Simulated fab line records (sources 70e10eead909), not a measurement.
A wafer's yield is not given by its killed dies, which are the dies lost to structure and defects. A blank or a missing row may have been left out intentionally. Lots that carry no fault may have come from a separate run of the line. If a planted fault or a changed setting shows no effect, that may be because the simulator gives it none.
Chamber matching    flow nandHarc    NHARC_A_M0_STRIP_18 on rieDiel-08: 4 sister chambers
The step strips in N2/H2. 14 wafers are shown with their chamber, then 7 later ones without.

WAFERS PAIRED WITH THEIR CHAMBERS
wafer   chamber  drypumpMotorCurrentA (A)  oesProductAu (a.u.)  rfVppV (V)
L077.2  0        5.6                       0.999                90.1
L077.4  2        6.2                       0.985                89.9
L077.6  3        5.2                       0.995                90.1
L076.2  2        6.3                       1.002                91.2
L076.3  0        5.6                       1.014                90.4
L076.5  3        5.2                       1.003                91.5
L078.2  1        5.7                       1.001                90.2
L078.3  2        6.3                       1.004                89.4
L078.4  0        5.6                       1.006                89.8
L079.1  1        5.7                       1.001                91.4
L079.3  0        5.6                       1.011                88.7
L079.5  3        5.2                       1.002                91.6
L083.1  0        5.5                       1.012                90.5
L083.5  1        5.7                       0.995                91.5

SIGNATURES (means of the wafers above)
reading               chamber 0  chamber 1  chamber 2  chamber 3  scatter within a chamber
drypumpMotorCurrentA  5.580      5.700      6.267      5.200      0.0383
oesProductAu          1.00840    0.99900    0.99700    1.00000    0.00652
rfVppV                89.900     91.033     90.167     91.067     0.792
Rule: a wafer's distance from a chamber is the root of the sum, over the readings, of the square of ((its reading less the chamber's mean) divided by the reading's scatter). If the next closest chamber is less than 2 further off than the closest, the wafer can't be placed; otherwise it belongs to the closest. The scatter is the square root of a quotient: the sum, over the shown wafers, of each reading's squared deviation from its chamber's mean, divided by wafers minus chambers.

WAFERS WITHOUT THEIR CHAMBER
wafer   drypumpMotorCurrentA (A)  oesProductAu (a.u.)  rfVppV (V)
L083.6  6.3                       1.001                90.3
L088.1  5.7                       0.994                92.2
L088.2  6.3                       0.983                90.5
L088.3  5.2                       1.007                90.9
L095.2  5.6                       1.001                92.3
L095.3  5.2                       1.010                90.7
L095.6  5.6                       0.994                91.0

CHAMBER TAKEN BY EACH
wafer   from the rows above      in truth
L083.6  2                        2
L088.1  1                        1
L088.2  2                        2
L088.3  3                        3
L095.2  can't be placed: 1 or 0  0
L095.3  3                        3
L095.6  can't be placed: 0 or 1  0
5 of 7 placed correctly. These rows do not allow placing 2 (true chamber among the candidates in 2). Wrongly placed: 0.
